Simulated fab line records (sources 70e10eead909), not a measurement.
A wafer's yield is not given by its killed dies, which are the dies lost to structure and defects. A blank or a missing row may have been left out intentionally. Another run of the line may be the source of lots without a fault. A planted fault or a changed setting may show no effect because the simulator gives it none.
The tool behind it: which one?    flow nand-harc    Sampling: 7 lots, 21 wafers, 4 of 1302 route steps

== WHAT THE GAUGES READ, wafer by wafer ==
NHARC_P_CONTACT_INSPECT_27.
lot   measured      on                 raw-defect-count
L146  day 6 17:11   defect-inspect-01  359 563 438
L149  day 7 15:47   defect-inspect-02  320 279 465
L158  day 11 11:23  defect-inspect-01  299 164 219
L160  day 12 05:55  defect-inspect-02  234 246 207
L162  day 13 08:15  defect-inspect-02  180 284 150
L164  day 13 18:20  defect-inspect-01  237 176 215
L167  day 15 11:31  defect-inspect-02  222 227 318

== TOOL THAT RAN EACH LOT (tool first, then ch and the chambers of the sampled wafers, then the start) ==
lot   NHARC_P_GATE_STRIP_112                NHARC_P_CONTACT_ETCH_18             NHARC_P_CONTACT_STRIP_28
L146  plasma-asher-01 ch 0,1, day 6 07:57   rie-diel-12 ch 0,1,3, day 6 14:35   rie-diel-07 ch 1,2, day 6 15:02
L149  plasma-asher-01 ch 0,1, day 7 06:47   rie-diel-11 ch 1,2,3, day 7 13:11   rie-diel-07 ch 0,2,3, day 7 13:39
L158  plasma-asher-02 ch 0,1, day 11 02:16  rie-diel-12 ch 0,2,3, day 11 08:49  rie-diel-07 ch 0,2, day 11 09:14
L160  plasma-asher-01 ch 0,1, day 11 20:39  rie-diel-12 ch 0,1,2, day 12 03:19  rie-diel-07 ch 0,1,3, day 12 03:47
L162  plasma-asher-01 ch 0,1, day 12 23:19  rie-diel-12 ch 0,1, day 13 05:38    rie-diel-07 ch 0,1, day 13 06:07
L164  plasma-asher-02 ch 0,1, day 13 09:06  rie-diel-11 ch 1,2, day 13 15:43    rie-diel-07 ch 0,3, day 13 16:11
L167  plasma-asher-01 ch 0,1, day 15 01:54  rie-diel-11 ch 0,1,2, day 15 08:19  rie-diel-12 ch 0,1,3, day 15 08:46
- NHARC_P_GATE_STRIP_112: strips in N2/H2, time 200 s.
- NHARC_P_CONTACT_ETCH_18: etches the open film in C4F8/O2/Ar, target depth 481 nm, time 240.5 s.
- NHARC_P_CONTACT_STRIP_28: strips in O2.

== THE ANSWER, worked out from the rows above alone ==
Rule: usual is defined by the lots themselves. The widest of any qualifying gaps counts: lots, ordered by their means at a reading, are off when they make up no more than a third of the lots, leave a main group of 4 or more, and stand apart from it by 3 or more times the standard deviation of that group's means. A main group is skipped when, at the precision printed for the reading in the tables above, its means are all equal. Also off: a lot with no number at a reading for which 4 or more lots have one. Any other lot the step has rows for is counted as sound.
Off, at NHARC_P_CONTACT_INSPECT_27 on raw-defect-count: L146, L149. Mean 225 and standard deviation 18 in the main group.
A tool fits if, at a process step before that reading, it ran every lot that is off, and no sound lot after the first of them. Gauges at NHARC_P_CONTACT_INSPECT_27: tried the same way as those tools. Of those tried, none fits.

== WHAT HAD BEEN PUT IN BY THE SIMULATOR ==
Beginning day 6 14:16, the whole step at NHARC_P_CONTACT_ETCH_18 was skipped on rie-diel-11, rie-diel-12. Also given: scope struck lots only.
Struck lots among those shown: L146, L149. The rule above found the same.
